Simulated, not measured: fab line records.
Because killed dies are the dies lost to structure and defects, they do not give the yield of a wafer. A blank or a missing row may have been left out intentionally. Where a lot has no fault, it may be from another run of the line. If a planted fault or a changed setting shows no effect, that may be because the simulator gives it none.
What tool caused it? || flow n5_finfet || 11 lots, 33 wafers sampled, at 1 step of a route of 1938

WHAT THE GAUGES READ, wafer by wafer
N5_BEOL_M9_THK_MEAS_01.
{"lot": "L074", "measured": "day 10 19:34", "on": "film_metro-01", "M9_ILD_THK (nm)": "269 267 275"}
{"lot": "L076", "measured": "day 11 05:44", "on": "film_metro-01", "M9_ILD_THK (nm)": "268 272 273"}
{"lot": "L079", "measured": "day 12 05:55", "on": "film_metro-02", "M9_ILD_THK (nm)": "275 273 268"}
{"lot": "L081", "measured": "day 12 15:02", "on": "film_metro-02", "M9_ILD_THK (nm)": "270 269 272"}
{"lot": "L083", "measured": "day 13 00:54", "on": "film_metro-02", "M9_ILD_THK (nm)": "265 270 272"}
{"lot": "L085", "measured": "day 13 05:03", "on": "film_metro-02", "M9_ILD_THK (nm)": "268 264 263"}
{"lot": "L087", "measured": "day 14 13:22", "on": "film_metro-02", "M9_ILD_THK (nm)": "265 267 271"}
{"lot": "L089", "measured": "day 14 22:37", "on": "film_metro-01", "M9_ILD_THK (nm)": "267 270 272"}
{"lot": "L093", "measured": "day 16 00:48", "on": "film_metro-02", "M9_ILD_THK (nm)": "261 266 264"}
{"lot": "L096", "measured": "day 16 23:19", "on": "film_metro-02", "M9_ILD_THK (nm)": "268 268 267"}
{"lot": "L097", "measured": "day 17 00:17", "on": "film_metro-01", "M9_ILD_THK (nm)": "260 268 270"}

WHAT TOOL EACH LOT RAN ON (gives the tool, then ch and the chambers of the sampled wafers, and finally the start)
The record shows no process step preceding these readings.

THE ANSWER, worked out from the rows above alone
Rule: usual is defined by the lots themselves. Put in order of their means at a reading, lots are off if they are a third of the lots or fewer, leave a main group of 4 or more, and stand apart from it by a gap of 3 or more times the standard deviation of the main group's means; of several such gaps the widest counts. A main group is skipped when, at the precision printed for the reading in the tables above, its means are all equal. A lot without any number at a reading at which 4 lots or more have one is off too. The other lots that the step has rows for count as sound.
No lot is off at any reading shown: from this, nothing can be told.

WHAT WAS PUT IN BY THE SIMULATOR
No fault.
